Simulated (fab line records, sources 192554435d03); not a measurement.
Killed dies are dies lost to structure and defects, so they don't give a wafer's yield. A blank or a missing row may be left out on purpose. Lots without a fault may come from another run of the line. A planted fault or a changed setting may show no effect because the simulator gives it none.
A struck lot beside a sound one | flow n5_finfet | 15 steps out of a route of 1938
Sound: wafers L554.2, L554.3, L554.6. Struck: wafer L566.2. (L566.4, L566.6 of the same lot were not struck and are left out.) The cause comes at the end.
At each step with rows: each side's tool, then ch and its chambers, then its first start. Under that, the readings that differ: sound wafers | struck wafers | difference of the means | sigmas: that difference in standard deviations of wafers without a fault.
alike: readings whose means differ by less than 2 such deviations, and words and numbers that are the same on both sides. not compared: withheld readings, readings that some wafer has no value for, bounds like >300 that may hide the same value, and numbers for which the record gives no deviation and whose values overlap.
The two part at a step that has a row with sigmas, a row that says differs or no value, or rows on one side only. Numbers that don't overlap but have no deviation are shown without sigmas and don't part them. A reading that every wafer of one side lacks parts them only if that side has two wafers or more.

first, 6 steps without rows for these wafers: N5_MOL_CONTACT_COAG_COAT_34 (resist thk 40 nm); N5_MOL_CONTACT_COAG_EBR_36; N5_MOL_CONTACT_COAG_SOFTBAKE_35 (time 60 s); N5_MOL_CONTACT_COAG_EXPOSE_37 (exposes mask VD, defocus 0 nm); N5_MOL_CONTACT_COAG_PEB_38 (peb time 60 s); N5_MOL_CONTACT_COAG_DEVELOP_39 (develop time 30 s).
N5_MOL_CONTACT_COAG_CD_MEAS_40: target cd 25.1 nm.
  sound on cd_sem-03 ch 0, day 5 13:22; struck on cd_sem-03 ch 0, day 8 03:29
  alike: cd_nm
N5_MOL_CONTACT_COAG_OVL_MEAS_41:
  sound on overlay-01 ch 0, day 5 13:24; struck on overlay-01 ch 0, day 8 03:31
  reading     | sound        | struck | difference | sigmas
  VD_OVL (nm) | 0.5 -0.2 0.7 | -0.9   | -1.2       | -2
N5_MOL_CONTACT_COAG_INSPECT_42: inspects for defects (brightfield).
  sound on defect_inspect-02, day 5 13:27; struck on defect_inspect-02, day 8 03:34
  alike: raw_defect_count
N5_MOL_CONTACT_COAG_DESCUM_45: chemistry O2, time 7 s.
  sound on rie_diel-06 ch 0,3, day 5 13:39; struck on rie_diel-05 ch 2, day 8 03:38
  alike: drypump_motor_current_A, oes_product_au, rf_vpp_V, showerhead_plenum_p_Torr, throttle_valve_pct
  not compared: rf_hours_counter_h
N5_MOL_CONTACT_COAG_ETCH_65: etches underlayer in N2/H2, target depth 13 nm, time 10.4 s.
  sound on rie_diel-06 ch 0,3, day 5 13:41; struck on rie_diel-05 ch 2, day 8 03:40
  reading                     | sound       | struck | difference | sigmas
  drypump_motor_current_A (A) | 6.4 4.9 4.9 | 6.6    | +1.2       | +2
  alike: etch_rf_on_time_s, oes_product_au, rf_vpp_V, showerhead_plenum_p_Torr, throttle_valve_pct
  not compared: rf_hours_counter_h
N5_MOL_CONTACT_COAG_ETCH_66: etches SiARC in CF4, target depth 13 nm, time 21.7 s.
  sound on rie_diel-06 ch 0,3, day 5 13:43; struck on rie_diel-05 ch 2, day 8 03:41
  alike: drypump_motor_current_A, etch_rf_on_time_s, oes_product_au, rf_vpp_V, showerhead_plenum_p_Torr, throttle_valve_pct
  not compared: rf_hours_counter_h
N5_MOL_CONTACT_COAG_ALD_133: deposits SiO2, target thk 5 nm, pulse time 1 s, co reactant pulse time 1 s.
  sound on ald_sin-04 ch 2,3, day 5 13:47; struck on ald_sin-04 ch 0, day 8 03:46
  reading    | sound    | struck | difference | sigmas
  ald_cycles | 35 35 35 | 34     | -1         |
  alike: heater_power_w, precursor_pulse_height_rel
N5_MOL_CONTACT_COAG_ETCHBACK_134: etches SiO2 in CHF3, target depth 10 nm, time 6.7 s.
  sound on rie_diel-06 ch 0,1, day 5 13:58; struck on rie_diel-05 ch 0, day 8 04:02
  alike: drypump_motor_current_A, oes_product_au, rf_vpp_V, showerhead_plenum_p_Torr, throttle_valve_pct
  not compared: rf_hours_counter_h
-- the record jumps here: 7 days lie between the struck wafers' starts before and after (it left off in module MOL_CONTACT_COAG and takes up again in module PASSIVATION, whose first step shown is number 1936 of the route) --
N5_PASSIVATION_PROBE_49:
  the record has rows for the struck wafers here (prober-02, day 15 00:53) and none for the sound ones

WHERE THEY PART
First at N5_MOL_CONTACT_COAG_OVL_MEAS_41; last, within this record, at N5_PASSIVATION_PROBE_49.

WHY: what the simulator had put in
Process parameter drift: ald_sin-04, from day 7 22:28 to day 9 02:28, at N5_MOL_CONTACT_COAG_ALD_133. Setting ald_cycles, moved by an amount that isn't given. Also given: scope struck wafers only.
